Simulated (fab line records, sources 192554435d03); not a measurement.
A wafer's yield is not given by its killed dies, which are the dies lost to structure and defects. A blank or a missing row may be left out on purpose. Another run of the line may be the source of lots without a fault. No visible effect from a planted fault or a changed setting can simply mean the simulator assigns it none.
One fault seen from 2 desks	flow n5-finfet	each desk has only its own numbers; what lay behind them comes last

== FROM THE METROLOGY DESK ==
Lot by lot, what the gauges showed, no matter which tool ran the lot: averages of those sampled wafers that carry a number. The brackets show how far a lot's mean lies from the usual mean; more than 4 standard deviations puts the lot out of limits, marked OUT. Shown here are 7 of its 10 readings, the ones lying furthest out on some lot.
Columns: A = IOFF_N at N5_BEOL_M4_RC_MEAS_101, usual 0.16 nA/um; B = IOFF_P at N5_BEOL_M4_RC_MEAS_101, usual 0.21 nA/um; C = ION_N at N5_BEOL_M4_RC_MEAS_101, usual 671 uA/um; D = ION_P at N5_BEOL_M4_RC_MEAS_101, usual 460 uA/um; E = SS_P at N5_BEOL_M4_RC_MEAS_101, usual 73.2 mV/dec; F = VT_N at N5_BEOL_M4_RC_MEAS_101, usual 250 mV; G = VT_P at N5_BEOL_M4_RC_MEAS_101, usual -251 mV
lot	first seen here	A	B	C	D	E	F	G
L108	day 7 18:34	0.16	0.19	665	454	73.1	248	-254
L110	day 8 14:56	0.21	0.26	684	470	74.2	243	-247
L112	day 8 17:10	0.14	0.19	671	459	72.9	252	-252
L113	day 8 19:20	0.21	0.22	682	461	73.5	247	-251
L123	day 11 18:04	0.12	0.20	662	463	72.6	252	-250
L124	day 12 02:52	0.18	0.23	686	468	73.2	246	-254
L127	day 12 16:28	0.17	0.23	682	465	73.2	250	-250
L128	day 12 19:54	0.16	0.23	671	463	73.7	249	-248
L130	day 13 12:14	0.13	0.18	664	458	72.8	255	-252
This desk found nothing out of limits on any of the 9 lots.

== AT THE TOOL OWNER'S DESK: euv-scanner-01 ==
The tool's own readings at N5_BEOL_M5_EXPOSE_25 (exposes mask V4, defocus 10 nm): means of the sampled wafers that have a number, for each lot that ran on this tool. The brackets show how far a lot's mean lies from the usual mean; more than 4 standard deviations puts the lot out of limits, marked OUT.
Columns: A = reticle-temp-C at N5_BEOL_M5_EXPOSE_25, usual 23.01 C
lot	first seen here	A
L108	day 7 22:55	22.92
L110	day 8 18:35	23.03
L112	day 8 21:21	23.03
L113	day 9 00:31	22.93
L123	day 11 23:36	22.98
L124	day 12 07:57	23.11
L127	day 12 21:56	22.95
L128	day 13 01:44	22.96
This desk found nothing out of limits on any of the 8 lots.

== BROUGHT TOGETHER ==
At the metrology desk, nothing out of limits was observed.
The tool owner's desk saw nothing out of limits.

== WHAT WAS PUT IN BY THE SIMULATOR ==
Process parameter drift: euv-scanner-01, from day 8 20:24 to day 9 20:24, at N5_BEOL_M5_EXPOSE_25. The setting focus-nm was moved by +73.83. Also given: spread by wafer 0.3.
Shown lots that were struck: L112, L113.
